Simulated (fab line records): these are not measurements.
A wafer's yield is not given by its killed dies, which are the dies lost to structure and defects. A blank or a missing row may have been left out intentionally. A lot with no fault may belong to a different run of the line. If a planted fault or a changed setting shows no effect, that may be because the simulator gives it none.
fab line records | flow n5-finfet
record lots=4 | wafers=12 | last-day=16
route steps=1938 shown BEOL_M4@1099 BEOL_M5@1112 BEOL_M9@1467 PASSIVATION@1936
lots that met no fault: taken from a fault-free run of the same line
start-h: the number of hours between the record's first day and the start of the first shown wafer of the lot | wait-h: hours from the lot's prior step to this one | " as in the row above | L1.1+2: a row that stands for several wafers | - no value, or no start was given | * or withheld: withheld | < > ~ a bound
route shown NAME@n: NAME is a module with steps in the file, n the number in the route of the first one | usual: average and standard deviation across the fault-free wafers | same: alike in all rows | chamber/n: place in a boat | sites: each site's reading | _std_site: their standard deviation | _edge_site: the outer-site mean with the inner-site mean subtracted | radius-mm: for every site, how far away it sits from the centre of the wafer | mask NAME#n: copy n | behind: tool/chamber where the wafer was last shaped | hold: reason for holding the lot/hours on hold/outcome of the hold | device: transistor that didn't switch, given as n, p or np | end of line: tests run on the same wafers once the route is complete | a step without rows: its recipe alone | killed: count of dies lost to structure and defects at first sort (not the wafer's yield) | map: a wafer's dies, x killed, . not, _ none there
set.NAME: the run value of the setting; set.NAME@STEP: its run value at that earlier step | model.NAME: the simulator's own value behind a step, which no gauge read
lots seen at some steps along the route; tables by step, rows by wafer
services: when a tool's chamber went out of use (start-h, in hours from the record's first day, below 0 if earlier), for how many hours, and the reason
## steps
# step N5_BEOL_M4_ANNEAL_95
# recipe temp-c=400 | time-s=240 | ambient=vacuum
# step N5_BEOL_M4_SPUTTER_96
# recipe material=Cu | target-thk-a=45 | temp-c=-20 | chamber-pressure-pa=0.07 | power-w=withheld | time-s=8.29
# step N5_BEOL_M4_ECD_50
# recipe material=Cu | target-thk-a=3000
# step N5_BEOL_M4_ANNEAL_51
# recipe temp-c=225 | time-s=90 | ambient=N2
# step N5_BEOL_M4_CMP_52
# recipe stop-on=SiOC | t-overpolish-s=6.8 | down-force-psi=1 | platen-rpm=50 | clearing-platen-down-force-psi=1.5 | clearing-platen-rpm=50 | post-cmp-clean=cu-alkaline | target-thk-nm=40 | clearing-platen-pad-velocity-m-s=0.99484 | pad-velocity-m-s=0.99484
# step N5_BEOL_M4_PRE_CLEAN_60
# recipe gas=NH3/H2 | time-s=15 | temp-c=* | rf-power-w=300
# step N5_BEOL_M4_CO_CAP_55
# recipe material=Co | target-thk-a=20 | temp-c=200 | precursor=CCTBA/H2 | pressure-torr=30 | time-s=102.1
# step N5_BEOL_M4_PRE_CLEAN_56
# recipe gas=NH3 | time-s=15 | temp-c=withheld | rf-power-w=300
# step N5_BEOL_M4_DEP_57
# recipe material=SiCN | target-thk-a=80 | temp-c=withheld | precursor=3MS/NH3 | pressure-torr=3 | rf-w=202 | time-s=14
# step N5_BEOL_M4_RC_MEAS_101
# usual DIBL_N=36.1/1.7 | DIBL_P=35.9/2.1 | IOFF_N=0.154/0.029 | IOFF_P=0.21/0.035 | ION_N=673/10 | ION_P=463/7.5 | SS_N=71.6/0.59 | SS_P=73.2/0.69 | VT_N=250.5/2.9 | VT_P=-250/3.2
lot.wafer | tool      | chamber | start-h | wait-h | DIBL_N[mV/V] | DIBL_P[mV/V] | IOFF_N[nA/um] | IOFF_P[nA/um] | ION_N[uA/um] | ION_P[uA/um] | SS_N[mV/dec] | SS_P[mV/dec] | VT_N[mV] | VT_P[mV]
L113.1    | prober-01 | 0       | 196.25  | 0.0    | 35.5         | 35.3         | 0.171         | 0.23          | 673          | 466          | 71.7         | 74.0         | 246.2    | -246
L113.4    | "         | 0       | "       | "      | 36.5         | 37.7         | 0.201         | 0.28          | 693          | 476          | 71.8         | 73.0         | 243.1    | -245
L113.5    | "         | 0       | "       | "      | 36.5         | 37.9         | 0.203         | 0.27          | 694          | 471          | 71.8         | 73.2         | 243.2    | -245
L117.1    | prober-01 | 0       | 207.21  | 0.0    | 34.7         | 35.5         | 0.158         | 0.22          | 677          | 468          | 71.4         | 73.6         | 247.6    | -248
L117.3    | "         | 0       | "       | "      | 35.5         | 35.1         | 0.150         | 0.21          | 676          | 466          | 71.7         | 73.5         | 251.1    | -249
L117.6    | "         | 0       | "       | "      | 34.0         | 34.5         | 0.138         | 0.21          | 678          | 474          | 71.1         | 73.0         | 251.7    | -247
L118.1    | prober-01 | 0       | 224.10  | 0.0    | 36.9         | 36.7         | 0.150         | 0.22          | 662          | 461          | 70.9         | 73.3         | 250.8    | -245
L118.2    | "         | 0       | "       | "      | 38.3         | 38.8         | 0.176         | 0.25          | 679          | 469          | 72.2         | 74.1         | 248.9    | -245
L118.4    | "         | 0       | "       | "      | 37.7         | 36.7         | 0.155         | 0.21          | 668          | 463          | 72.1         | 73.9         | 249.5    | -249
L127.1    | prober-02 | 0       | 272.46  | 0.0    | 37.7         | 39.3         | 0.179         | 0.31          | 675          | 481          | 72.1         | 73.6         | 249.5    | -241
L127.2    | "         | 0       | "       | "      | 34.8         | 34.1         | 0.124         | 0.21          | 662          | 465          | 71.3         | 72.7         | 253.2    | -247
L127.6    | "         | 0       | "       | "      | 35.2         | 35.4         | 0.127         | 0.22          | 661          | 467          | 71.1         | 72.8         | 252.4    | -244
# step N5_BEOL_M5_ILD_DEP_00
# recipe material=SiCOH_lowk | target-thk-a=1406.4 | temp-c=300 | precursor=DEMS/porogen | pressure-torr=5 | rf-w=500 | time-s=25.9
# step N5_BEOL_M5_CURE_79
# recipe temp-c=385 | time-s=240 | ambient=He/Ar | material=SiCOH_lowk
# step N5_BEOL_M5_PECVD_70
# recipe material=SiO2 | target-thk-a=160 | temp-c=400 | precursor=TEOS/O2 | pressure-torr=5.5 | rf-w=450 | teos-flow-sccm=53.8 | gas=O2 | flow-sccm=3000 | time-s=18
# step N5_BEOL_M5_HM_DEP_02
# recipe material=TiN | target-thk-a=200 | temp-c=25 | chamber-pressure-pa=0.49996
# step N5_BEOL_M5_COAT_59
# recipe resist=SOC | temp-c=250 | time-s=60 | spin-rpm=1500 | resist-thk-nm=60
# step N5_BEOL_M5_COAT_60
# recipe resist=SiARC | temp-c=220 | time-s=60 | spin-rpm=1500 | resist-thk-nm=12
# step N5_BEOL_M5_COAT_71
# recipe resist=underlayer | temp-c=205 | time-s=60 | spin-rpm=1500 | resist-thk-nm=5
# step N5_BEOL_M5_COAT_05
# recipe resist=CAR-EUV | spin-rpm=1500 | resist-thk-nm=30
# step N5_BEOL_M5_EBR_07
# recipe solvent=PGMEA | ebr-width-mm=1.5
# step N5_BEOL_M5_SOFTBAKE_06
# recipe temp-c=110 | time-s=60 | resist=CAR-EUV
# step N5_BEOL_M5_EXPOSE_08
# recipe mask-id=M5 | na=0.33 | source-shape=annular | sigma-inner=0.4 | sigma-outer=0.8 | polarization=unpolarized | target-cd-nm=28 | dose-mj=35.75
# step N5_BEOL_M5_PEB_09
# recipe peb-temp-c=100 | peb-time-s=60 | resist=CAR-EUV
# step N5_BEOL_M5_DEVELOP_10
# recipe develop-time-s=30 | developer=TMAH | resist=CAR-EUV | rinse-liquid=surfactant-rinse | dry=air-spin | dev-temp-c=23
# step N5_BEOL_M5_DESCUM_16
# recipe chemistry=O2 | time-s=7 | source-power-w=50 | bias-power-w=20 | pressure-mtorr=20 | rf-frequency-hz=2.712e+07 | temp-c=40 | resist=CAR-EUV | o2-flow-sccm=225
# step N5_BEOL_M5_ETCH_72
# recipe chemistry=N2/H2 | target=underlayer | target-depth-a=65 | mask-material=CAR-EUV | time-s=5.2 | ion-energy-ev=200 | pressure-mtorr=30 | source-w=840 | bias-w=150 | n2-flow-sccm=200 | h2-flow-sccm=200 | ends=cleared
# step N5_BEOL_M5_ETCH_61
# recipe chemistry=CF4 | target=SiARC | target-depth-a=156 | mask-material=CAR-EUV | time-s=26 | ion-energy-ev=80 | pressure-mtorr=40 | source-w=545 | bias-w=36 | Ar_flow_sccm=100 | cf4-flow-sccm=100 | ends=cleared
# step N5_BEOL_M5_ETCH_62
# recipe chemistry=N2/H2 | target=SOC | target-depth-a=750 | overetch-a=150 | mask-material=SiARC | temp-c=40 | time-s=112.5 | ion-energy-ev=200 | pressure-mtorr=30 | source-w=840 | bias-w=150 | n2-flow-sccm=200 | h2-flow-sccm=200
# step N5_BEOL_M5_STRIP_63
# recipe chemistry=N2/H2 | temp-c=40 | n2-flow-sccm=200 | h2-flow-sccm=200 | rf-frequency-hz=6e+07
# step N5_BEOL_M5_STRIP_73
# recipe chemistry=N2/H2 | temp-c=40 | n2-flow-sccm=200 | h2-flow-sccm=200 | rf-frequency-hz=6e+07
# step N5_BEOL_M5_STRIP_64
# recipe chemistry=CF4 | resist=SiARC | power-w=300 | bias-power-w=75 | pressure-mtorr=50 | cf4-flow-sccm=150 | rf-frequency-hz=6e+07
# step N5_BEOL_M5_HM_OPEN_17
# recipe chemistry=Cl2/BCl3 | target-depth-a=200 | overetch-a=60 | target=TiN | mask-material=SOC | ion-energy-ev=150 | pressure-mtorr=10 | icp-w=1000 | bias-w=126 | Cl2_flow_sccm=53.25 | bcl3-flow-sccm=21.75 | Ar_flow_sccm=25
# step N5_BEOL_M5_STRIP_19
# recipe chemistry=O2 | power-w=400 | temp-c=40 | pressure-mtorr=30 | rf-frequency-hz=6e+07 | bias-power-w=0 | overash-fraction=0.2 | o2-flow-sccm=225
# step N5_BEOL_M5_COAT_65
# recipe resist=SOC | temp-c=250 | time-s=60 | spin-rpm=1500 | resist-thk-nm=60
# step N5_BEOL_M5_COAT_66
# recipe resist=SiARC | temp-c=220 | time-s=60 | spin-rpm=1500 | resist-thk-nm=12
# step N5_BEOL_M9_DEP_56
# recipe material=SiCN | target-thk-a=150 | temp-c=withheld | precursor=3MS/NH3 | pressure-torr=3 | rf-w=202 | time-s=26.5
# usual chamber-pressure-Torr=3.001/0.0066 | rf-fwd-power-W=199.6/0.99 | showerhead-plenum-p-Torr=3.667/0.011 | throttle-valve-pct=8.9/0.68
lot.wafer | tool     | chamber | start-h | wait-h | chamber-pressure-Torr | rf-fwd-power-W | showerhead-plenum-p-Torr | since-wet-clean-h | throttle-valve-pct
L113.1    | pecvd-04 | 1       | 238.37  | 0.0    | 3.002                 | 199.6          | 3.681                    | 1486              | 8.8
L113.4    | "        | 0       | "       | "      | 3.002                 | 199.2          | 3.666                    | -                 | 8.8
L113.5    | "        | 1       | "       | "      | 2.986                 | 199.9          | 3.681                    | -                 | 8.7
L117.1    | pecvd-02 | 2       | 255.03  | 0.0    | -                     | -              | -                        | -                 | -
L117.3    | "        | 0       | "       | "      | -                     | -              | -                        | -                 | -
L117.6    | "        | 1       | "       | "      | -                     | -              | -                        | -                 | -
L118.1    | pecvd-04 | 1       | 265.01  | 0.0    | -                     | -              | -                        | -                 | -
L118.2    | "        | 2       | "       | "      | -                     | -              | -                        | -                 | -
L118.4    | "        | 2       | "       | "      | -                     | -              | -                        | -                 | -
L127.1    | pecvd-03 | 0       | 318.17  | 0.0    | 3.002                 | 200.2          | 3.683                    | 1385              | 10.4
L127.2    | "        | 2       | "       | "      | 2.994                 | 197.6          | 3.667                    | 631               | 8.4
L127.6    | "        | 1       | "       | "      | 3.013                 | 201.0          | 3.665                    | -                 | 8.8
# step N5_PASSIVATION_PROBE_49
# usual defect-limited-yield=91.3/1.4 | killed_at_M0_to_M3=34/9.2 | killed_at_M4_up=13/5.3 | killed-at-contacts=12/6 | killed-at-front-end=39/12 | killed-at-other=4/3.3 | killed-dies=102/17 | killed-on-rim=13/3.9 | killed-open=67/12 | killed-short=34/7.4 | sort_bin_5_function=5.1/1 | sort_bin_6_memory=3.2/0.6 | sort-n-pass=1078/17 | sort-yield-pct=91.3/1.4
# same gross-dies=1180 | killed-at-back-side=0 | sort_bin_4_leakage[%]=0 | sort_bin_8_speed[%]=0
lot.wafer | tool      | chamber | start-h | wait-h | defect-limited-yield[%] | killed_at_M0_to_M3 | killed_at_M4_up | killed-at-contacts | killed-at-front-end | killed-at-other | killed-dies | killed-on-rim | killed-open | killed-short | sort_bin_5_function[%] | sort_bin_6_memory[%] | sort-n-pass | sort-yield-pct[%]
L113.1    | prober-02 | -       | 291.30  | 0.0    | 90.7                    | 31                 | 9               | 16                 | 41                  | 13              | 110         | 13            | 62          | 38           | 4.7                    | 3.4                  | 1070        | 90.7
L113.4    | prober-02 | -       | 291.45  | 0.2    | 93.1                    | 27                 | 14              | 8                  | 27                  | 5               | 81          | 9             | 47          | 34           | 3.9                    | 2.6                  | 1099        | 93.1
L113.5    | prober-02 | -       | 291.50  | 0.2    | 91.8                    | 39                 | 15              | 12                 | 19                  | 12              | 97          | 12            | 69          | 27           | 5.2                    | 3.0                  | 1083        | 91.8
L117.1    | prober-01 | -       | 316.82  | 0.1    | 0                       | 33                 | 1061            | 20                 | 60                  | 6               | 1180        | 152           | 82          | 45           | 95.3                   | 4.1                  | 0           | 0
L117.3    | prober-01 | -       | 316.92  | 0.2    | 0                       | 43                 | 1081            | 10                 | 46                  | 0               | 1180        | 152           | 73          | 31           | 95.9                   | 4.1                  | 0           | 0
L117.6    | prober-01 | -       | 317.07  | 0.3    | 0                       | 36                 | 1078            | 12                 | 53                  | 1               | 1180        | 152           | 73          | 41           | 96.3                   | 3.3                  | 0           | 0
L118.1    | prober-02 | -       | 321.96  | 0.0    | 0                       | 28                 | 1099            | 8                  | 41                  | 4               | 1180        | 152           | 52          | 30           | 96.3                   | 3.2                  | 0           | 0
L118.2    | prober-02 | -       | 322.01  | 0.1    | 0                       | 15                 | 1124            | 7                  | 30                  | 4               | 1180        | 152           | 36          | 23           | 98.1                   | 1.9                  | 0           | 0
L118.4    | prober-02 | -       | 322.11  | 0.2    | 0                       | 21                 | 1113            | 6                  | 32                  | 8               | 1180        | 152           | 52          | 28           | 97.4                   | 2.2                  | 0           | 0
L127.1    | prober-02 | -       | 379.85  | 0.0    | 92.2                    | 29                 | 8               | 13                 | 39                  | 3               | 92          | 14            | 58          | 34           | 4.4                    | 3.1                  | 1088        | 92.2
L127.2    | prober-02 | -       | 379.90  | 0.1    | 91.6                    | 19                 | 15              | 25                 | 39                  | 1               | 99          | 13            | 69          | 30           | 4.1                    | 4.2                  | 1081        | 91.6
L127.6    | prober-02 | -       | 380.10  | 0.3    | 89.9                    | 27                 | 22              | 14                 | 55                  | 1               | 119         | 10            | 65          | 47           | 6.0                    | 3.2                  | 1061        | 89.9
# killed by level:class
L113.1 MOL_CONTACT_COAG:geometric-particle:open=10 HKMG_FIN:area-etch=9 BEOL_M3:geometric-particle:open=7 FIN_SAQP:geometric-particle:short=6 DUMMY_GATE:geometric-particle:open=6 MOL_CONTACT_COAG:geometric-particle:short=6 BEOL_M0_SAQP:geometric-particle:short=5 BEOL_M0:geometric-particle:short=5
L113.4 BEOL_M0_SAQP:geometric-particle:short=9 BEOL_M0_SAQP:geometric-particle:open=8 MOL_CONTACT_COAG:geometric-particle:open=7 FIN_SAQP:geometric-particle:short=5 STI_FIN_REVEAL:geometric-particle:open=5 STARTING-WAFER:geometric-particle:short=5 BEOL_M4:geometric-particle:open=4 ILD0:geometric-particle:open=3
L113.5 BEOL_M0_SAQP:geometric-particle:open=11 MOL_CONTACT_COAG:geometric-particle:open=11 BEOL_M3:geometric-particle:open=10 STI_FIN_REVEAL:geometric-particle:open=7 BEOL_M0_SAQP:geometric-particle:short=6 BEOL_M2:geometric-particle:open=5 BEOL_M6:geometric-particle:open=4 MIM_TOP_ETCH:geometric-particle:open=4
L117.1 BEOL_M9:area-dep=1051 STI_FIN_REVEAL:geometric-particle:open=21 MOL_CONTACT_COAG:geometric-particle:open=17 BEOL_M0_SAQP:geometric-particle:short=11 STI_FIN_REVEAL:geometric-particle:short=10 DUMMY_GATE:geometric-particle:open=9 BEOL_M0_SAQP:geometric-particle:open=9 DUMMY_GATE:geometric-particle:short=4
L117.3 BEOL_M9:area-dep=1073 BEOL_M0_SAQP:geometric-particle:open=17 STI_FIN_REVEAL:geometric-particle:open=13 BEOL_M0_SAQP:geometric-particle:short=10 MOL_CONTACT_COAG:geometric-particle:open=9 FIN_SAQP:geometric-particle:short=8 DUMMY_GATE:geometric-particle:open=5 BEOL_M2:geometric-particle:open=5
L117.6 BEOL_M9:area-dep=1065 STI_FIN_REVEAL:geometric-particle:open=17 MOL_CONTACT_COAG:geometric-particle:open=10 FIN_SAQP:geometric-particle:short=9 BEOL_M0_SAQP:geometric-particle:open=8 BEOL_M0_SAQP:geometric-particle:short=8 BEOL_M1:geometric-particle:open=7 BEOL_M2:geometric-particle:open=6
L118.1 BEOL_M9:area-dep=1095 BEOL_M0_SAQP:geometric-particle:short=7 FIN_SAQP:geometric-particle:open=6 STI_FIN_REVEAL:geometric-particle:open=6 MOL_CONTACT_COAG:geometric-particle:open=6 FIN_SAQP:geometric-particle:short=5 DUMMY_GATE:geometric-particle:open=5 BEOL_M0_SAQP:geometric-particle:open=5
L118.2 BEOL_M9:area-dep=1121 MOL_CONTACT_COAG:geometric-particle:open=6 DUMMY_GATE:geometric-particle:open=5 STI_FIN_REVEAL:geometric-particle:open=3 DUMMY_GATE:geometric-particle:short=3 GATE_CUT:geometric-particle:open=3 BEOL_M1:geometric-particle:open=3 STARTING-WAFER:geometric-particle:short=3
L118.4 BEOL_M9:area-dep=1099 FIN_SAQP:geometric-particle:short=6 STI_FIN_REVEAL:geometric-particle:open=6 BEOL_M2:geometric-particle:open=5 FIN_SAQP:geometric-particle:open=4 MOL_CONTACT_COAG:geometric-particle:open=4 BEOL_M0_SAQP:geometric-particle:open=4 BEOL_M0_SAQP:geometric-particle:short=4
L127.1 FIN_SAQP:geometric-particle:open=12 FIN_SAQP:geometric-particle:short=9 MOL_CONTACT_COAG:geometric-particle:open=9 BEOL_M2:geometric-particle:open=9 DUMMY_GATE:geometric-particle:open=6 BEOL_M2:geometric-particle:short=6 GATE_CUT:geometric-particle:short=4 MOL_CONTACT_COAG:geometric-particle:short=4
L127.2 MOL_CONTACT_COAG:geometric-particle:open=23 FIN_SAQP:geometric-particle:short=11 FIN_SAQP:geometric-particle:open=8 BEOL_M2:geometric-particle:open=8 STI_FIN_REVEAL:geometric-particle:open=6 BEOL_M4:geometric-particle:open=4 DUMMY_GATE:geometric-particle:open=3 GATE_CUT:geometric-particle:short=3
L127.6 FIN_SAQP:geometric-particle:short=12 FIN_SAQP:geometric-particle:open=11 MOL_CONTACT_COAG:geometric-particle:open=9 BEOL_M2:geometric-particle:open=8 DUMMY_GATE:geometric-particle:open=8 BEOL_M5:geometric-particle:open=6 HKMG_FIN:area-etch=6 MOL_CONTACT_COAG:geometric-particle:short=5
# map L117.1 (x killed, . not)
_________________xxxxxxxxxxxx________________
______________xxxxxxxxxxxxxxxxxx_____________
___________xxxxxxxxxxxxxxxxxxxxxxxx__________
__________xxxxxxxxxxxxxxxxxxxxxxxxxx_________
________xxxxxxxxxxxxxxxxxxxxxxxxxxxxxx_______
_______xxxxxxxxxxxxxxxxxxxxxxxxxxxxxxxx______
______xxxxxxxxxxxxxxxxxxxxxxxxxxxxxxxxxx_____
_____xxxxxxxxxxxxxxxxxxxxxxxxxxxxxxxxxxxx____
____xxxxxxxxxxxxxxxxxxxxxxxxxxxxxxxxxxxxxx___
___xxxxxxxxxxxxxxxxxxxxxxxxxxxxxxxxxxxxxxxx__
___xxxxxxxxxxxxxxxxxxxxxxxxxxxxxxxxxxxxxxxx__
__xxxxxxxxxxxxxxxxxxxxxxxxxxxxxxxxxxxxxxxxxx_
__xxxxxxxxxxxxxxxxxxxxxxxxxxxxxxxxxxxxxxxxxx_
_xxxxxxxxxxxxxxxxxxxxxxxxxxxxxxxxxxxxxxxxxxxx
_xxxxxxxxxxxxxxxxxxxxxxxxxxxxxxxxxxxxxxxxxxxx
_xxxxxxxxxxxxxxxxxxxxxxxxxxxxxxxxxxxxxxxxxxxx
_xxxxxxxxxxxxxxxxxxxxxxxxxxxxxxxxxxxxxxxxxxxx
_xxxxxxxxxxxxxxxxxxxxxxxxxxxxxxxxxxxxxxxxxxxx
_xxxxxxxxxxxxxxxxxxxxxxxxxxxxxxxxxxxxxxxxxxxx
_xxxxxxxxxxxxxxxxxxxxxxxxxxxxxxxxxxxxxxxxxxxx
_xxxxxxxxxxxxxxxxxxxxxxxxxxxxxxxxxxxxxxxxxxxx
__xxxxxxxxxxxxxxxxxxxxxxxxxxxxxxxxxxxxxxxxxx_
__xxxxxxxxxxxxxxxxxxxxxxxxxxxxxxxxxxxxxxxxxx_
___xxxxxxxxxxxxxxxxxxxxxxxxxxxxxxxxxxxxxxxx__
___xxxxxxxxxxxxxxxxxxxxxxxxxxxxxxxxxxxxxxxx__
____xxxxxxxxxxxxxxxxxxxxxxxxxxxxxxxxxxxxxx___
_____xxxxxxxxxxxxxxxxxxxxxxxxxxxxxxxxxxxx____
______xxxxxxxxxxxxxxxxxxxxxxxxxxxxxxxxxx_____
_______xxxxxxxxxxxxxxxxxxxxxxxxxxxxxxxx______
________xxxxxxxxxxxxxxxxxxxxxxxxxxxxxx_______
__________xxxxxxxxxxxxxxxxxxxxxxxxxx_________
___________xxxxxxxxxxxxxxxxxxxxxxxx__________
______________xxxxxxxxxxxxxxxxxx_____________
_________________xxxxxxxxxxxx________________
# map L118.1 (x killed, . not)
_________________xxxxxxxxxxxx________________
______________xxxxxxxxxxxxxxxxxx_____________
___________xxxxxxxxxxxxxxxxxxxxxxxx__________
__________xxxxxxxxxxxxxxxxxxxxxxxxxx_________
________xxxxxxxxxxxxxxxxxxxxxxxxxxxxxx_______
_______xxxxxxxxxxxxxxxxxxxxxxxxxxxxxxxx______
______xxxxxxxxxxxxxxxxxxxxxxxxxxxxxxxxxx_____
_____xxxxxxxxxxxxxxxxxxxxxxxxxxxxxxxxxxxx____
____xxxxxxxxxxxxxxxxxxxxxxxxxxxxxxxxxxxxxx___
___xxxxxxxxxxxxxxxxxxxxxxxxxxxxxxxxxxxxxxxx__
___xxxxxxxxxxxxxxxxxxxxxxxxxxxxxxxxxxxxxxxx__
__xxxxxxxxxxxxxxxxxxxxxxxxxxxxxxxxxxxxxxxxxx_
__xxxxxxxxxxxxxxxxxxxxxxxxxxxxxxxxxxxxxxxxxx_
_xxxxxxxxxxxxxxxxxxxxxxxxxxxxxxxxxxxxxxxxxxxx
_xxxxxxxxxxxxxxxxxxxxxxxxxxxxxxxxxxxxxxxxxxxx
_xxxxxxxxxxxxxxxxxxxxxxxxxxxxxxxxxxxxxxxxxxxx
_xxxxxxxxxxxxxxxxxxxxxxxxxxxxxxxxxxxxxxxxxxxx
_xxxxxxxxxxxxxxxxxxxxxxxxxxxxxxxxxxxxxxxxxxxx
_xxxxxxxxxxxxxxxxxxxxxxxxxxxxxxxxxxxxxxxxxxxx
_xxxxxxxxxxxxxxxxxxxxxxxxxxxxxxxxxxxxxxxxxxxx
_xxxxxxxxxxxxxxxxxxxxxxxxxxxxxxxxxxxxxxxxxxxx
__xxxxxxxxxxxxxxxxxxxxxxxxxxxxxxxxxxxxxxxxxx_
__xxxxxxxxxxxxxxxxxxxxxxxxxxxxxxxxxxxxxxxxxx_
___xxxxxxxxxxxxxxxxxxxxxxxxxxxxxxxxxxxxxxxx__
___xxxxxxxxxxxxxxxxxxxxxxxxxxxxxxxxxxxxxxxx__
____xxxxxxxxxxxxxxxxxxxxxxxxxxxxxxxxxxxxxx___
_____xxxxxxxxxxxxxxxxxxxxxxxxxxxxxxxxxxxx____
______xxxxxxxxxxxxxxxxxxxxxxxxxxxxxxxxxx_____
_______xxxxxxxxxxxxxxxxxxxxxxxxxxxxxxxx______
________xxxxxxxxxxxxxxxxxxxxxxxxxxxxxx_______
__________xxxxxxxxxxxxxxxxxxxxxxxxxx_________
___________xxxxxxxxxxxxxxxxxxxxxxxx__________
______________xxxxxxxxxxxxxxxxxx_____________
_________________xxxxxxxxxxxx________________
## services
tool     | chamber | start-h | hours | kind
pecvd-03 | 0       | 227.00  | -     | calibration
pecvd-03 | 1       | 250.46  | 5.5   | scheduled-down
pecvd-02 | 2       | 251.26  | 2.1   | scheduled-down
pecvd-04 | -       | 269.27  | 1.5   | repair
pecvd-03 | 0       | 272.56  | 2.1   | scheduled-down
## key
first-sign step=N5_BEOL_M9_DEP_56 | reading=tool-record | direction=missing
effect step=N5_PASSIVATION_PROBE_49 | reading=killed_at_M4_up | direction=up | sigmas=99+ | usual=13 | struck=1093
more-kills-born-at N5_BEOL_M9_DEP_56@pecvd-04=3315 | N5_BEOL_M9_DEP_56@pecvd-02=3189
met-at N5_BEOL_M9_DEP_56
struck-wafers L117.1,L117.3,L117.6,L118.1,L118.2,L118.4
later-rows-left-out L117.1,L117.3,L117.6,L118.1,L118.2,L118.4
onset-between 238.37 255.03
fault kind=skipped-step-whole | tool=pecvd-02,pecvd-04 | chamber=- | onset-h=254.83 | steps=N5_BEOL_M9_DEP_56 | scope=struck-lots-only
# later-rows-left-out: the simulator's readings of these wafers behind a module that went badly wrong aren't trusted and aren't shown, but for the sort
